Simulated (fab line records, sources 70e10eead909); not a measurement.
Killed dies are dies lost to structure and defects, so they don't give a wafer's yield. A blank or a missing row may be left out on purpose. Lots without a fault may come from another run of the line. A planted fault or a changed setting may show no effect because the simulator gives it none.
Tool commonality check | flow nand_harc | 11 lots, 33 wafers sampled

WHY IT WAS OPENED
At NHARC_A_SGD_CUT_CD_MEAS_09 the reading cd_nm is flagged on 2 of 11 lots. Wafers without a fault read 100.1 nm, standard deviation 0.43.
Rule: a lot is flagged when every wafer of it that has a number lies more than 4 standard deviations from that mean, or none has a number. The other lots count as sound.

lot  | measured     | on        | cd_nm (nm), wafer by wafer | flag
L551 | day 16 11:46 | cd_sem-02 | 100.3 99.9 100.1           |
L552 | day 16 12:13 | cd_sem-02 | 99.7 100.0 100.2           |
L549 | day 16 20:10 | cd_sem-02 | 99.9 99.7 100.4            |
L554 | day 17 02:54 | cd_sem-03 | 100.2 100.9 100.5          |
L553 | day 17 10:12 | cd_sem-02 | 99.5 99.9 100.1            |
L555 | day 17 12:08 | cd_sem-03 | 99.8 99.8 100.0            |
L563 | day 18 04:18 | cd_sem-03 | 82.7 82.8 83.0             | FLAGGED
L566 | day 18 11:53 | cd_sem-03 | 100.3 100.5 100.0          |
L567 | day 18 12:22 | cd_sem-03 | 100.3 99.8 100.1           |
L565 | day 18 13:31 | cd_sem-01 | 99.5 100.1 99.9            |
L560 | day 18 15:19 | cd_sem-02 | 89.4 88.6 89.0             | FLAGGED
The numbers of the flagged lots are 85.9 nm on average: -14.2 nm against the usual, or -33 standard deviations.

WHICH TOOL RAN EACH LOT
The record holds 4 process steps before the reading, out of a route of 1159 steps. In each cell: the tool, then ch and the chambers that the sampled wafers went through, then the start.
lot  | flag    | NHARC_A_STAIRCASE_DEP_322       | NHARC_A_STAIRCASE_DESCUM_443       | NHARC_A_STAIRCASE_ETCHBACK_422     | NHARC_A_SGD_CUT_EXPOSE_06
L551 |         | pecvd-01 ch 0,2, day 15 12:18   | rie_diel-05 ch 1,2, day 16 03:30   | rie_diel-04 ch 0,2,3, day 16 09:29 | arfi_scanner-03 ch 0, day 16 11:37
L552 |         | pecvd-01 ch 1,2, day 15 11:39   | rie_diel-11 ch 1,2, day 16 03:37   | rie_diel-05 ch 1,2, day 16 09:59   | arfi_scanner-02 ch 0, day 16 12:04
L549 |         | pecvd-01 ch 1,2, day 15 20:30   | rie_diel-04 ch 2,3, day 16 12:14   | rie_diel-11 ch 0,1, day 16 17:53   | arfi_scanner-02 ch 0, day 16 20:02
L554 |         | pecvd-02 ch 0,1,2, day 16 02:28 | rie_diel-05 ch 0,1,3, day 16 21:07 | rie_diel-04 ch 0,3, day 17 00:50   | arfi_scanner-03 ch 0, day 17 02:46
L553 |         | pecvd-02 ch 0,1,2, day 16 09:03 | rie_diel-04 ch 2,3, day 17 04:01   | rie_diel-04 ch 0,1,2, day 17 08:04 | arfi_scanner-01 ch 0, day 17 10:04
L555 |         | pecvd-01 ch 1,2, day 16 09:19   | rie_diel-05 ch 1,3, day 17 04:11   | rie_diel-11 ch 2,3, day 17 09:29   | arfi_scanner-01 ch 0, day 17 12:00
L563 | FLAGGED | pecvd-01 ch 0,2, day 17 05:55   | rie_diel-05 ch 1,2,3, day 17 22:26 | rie_diel-05 ch 0,2, day 18 02:10   | arfi_scanner-01 ch 0, day 18 04:10
L566 |         | pecvd-03 ch 0,2, day 17 11:34   | rie_diel-05 ch 2,3, day 18 05:07   | rie_diel-11 ch 0,1,3, day 18 09:09 | arfi_scanner-02 ch 0, day 18 11:44
L567 |         | pecvd-01 ch 0,1,2, day 17 16:50 | rie_diel-04 ch 1,2, day 18 05:11   | rie_diel-11 ch 0,3, day 18 09:53   | arfi_scanner-02 ch 0, day 18 12:13
L565 |         | pecvd-02 ch 0,1,2, day 17 11:49 | rie_diel-04 ch 0,1,2, day 18 05:18 | rie_diel-04 ch 0,1,2, day 18 11:27 | arfi_scanner-03 ch 0, day 18 13:23
L560 | FLAGGED | pecvd-03 ch 0,1,2, day 17 10:59 | rie_diel-04 ch 0,1,2, day 18 05:20 | rie_diel-11 ch 0,1, day 18 13:16   | arfi_scanner-01 ch 0, day 18 15:10
What these steps do:
- NHARC_A_STAIRCASE_DEP_322: deposits SiO2, target thk 3800 nm.
- NHARC_A_STAIRCASE_DESCUM_443: chemistry O2, time 3 s.
- NHARC_A_STAIRCASE_ETCHBACK_422: etches the open film in CH3F/O2, target depth 40 nm, time 74.286 s.
- NHARC_A_SGD_CUT_EXPOSE_06: exposes mask SGD.
- NHARC_A_SGD_CUT_CD_MEAS_09: target cd 100 nm.

FLAGGED OVER TOTAL, TOOL BY TOOL (the gauges that took the reading come last)
step                           | tool            | lots run | flagged | share of the flagged lots | sound lots run after its first flagged lot
NHARC_A_STAIRCASE_DEP_322      | pecvd-01        | 6        | 1       | some                      | 1 (L567)
NHARC_A_STAIRCASE_DEP_322      | pecvd-02        | 3        | 0       | none                      | -
NHARC_A_STAIRCASE_DEP_322      | pecvd-03        | 2        | 1       | some                      | 1 (L566)
NHARC_A_STAIRCASE_DESCUM_443   | rie_diel-04     | 5        | 1       | some                      | 0
NHARC_A_STAIRCASE_DESCUM_443   | rie_diel-05     | 5        | 1       | some                      | 1 (L566)
NHARC_A_STAIRCASE_DESCUM_443   | rie_diel-11     | 1        | 0       | none                      | -
NHARC_A_STAIRCASE_ETCHBACK_422 | rie_diel-04     | 4        | 0       | none                      | -
NHARC_A_STAIRCASE_ETCHBACK_422 | rie_diel-05     | 2        | 1       | some                      | 0
NHARC_A_STAIRCASE_ETCHBACK_422 | rie_diel-11     | 5        | 1       | some                      | 0
NHARC_A_SGD_CUT_EXPOSE_06      | arfi_scanner-01 | 4        | 2       | all                       | 0
NHARC_A_SGD_CUT_EXPOSE_06      | arfi_scanner-02 | 4        | 0       | none                      | -
NHARC_A_SGD_CUT_EXPOSE_06      | arfi_scanner-03 | 3        | 0       | none                      | -
NHARC_A_SGD_CUT_CD_MEAS_09     | cd_sem-01       | 1        | 0       | none                      | -
NHARC_A_SGD_CUT_CD_MEAS_09     | cd_sem-02       | 5        | 1       | some                      | 0
NHARC_A_SGD_CUT_CD_MEAS_09     | cd_sem-03       | 5        | 1       | some                      | 2 (L566,L567)

WHAT THE TABLE ALLOWS
1 row of the table ran every flagged lot: arfi_scanner-01 at NHARC_A_SGD_CUT_EXPOSE_06.
- arfi_scanner-01 at NHARC_A_SGD_CUT_EXPOSE_06: 2 of its 4 lots flagged. Its last sound lot is L555 (day 17 12:00), its first flagged lot L563 (day 18 04:10): a fault that began between those two fits. Its own readings lie more than 4 standard deviations out on every wafer of the flagged lots: exposure_dose_mJ_cm2.
One tool is left: arfi_scanner-01 at NHARC_A_SGD_CUT_EXPOSE_06.

WHAT THE SIMULATOR HAD PUT IN
Process parameter drift: arfi_scanner-01, from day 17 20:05 on, at NHARC_A_SGD_CUT_EXPOSE_06. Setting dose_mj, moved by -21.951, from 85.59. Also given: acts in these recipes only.
Lots struck among those shown: L563, L560. The rule above found the same.
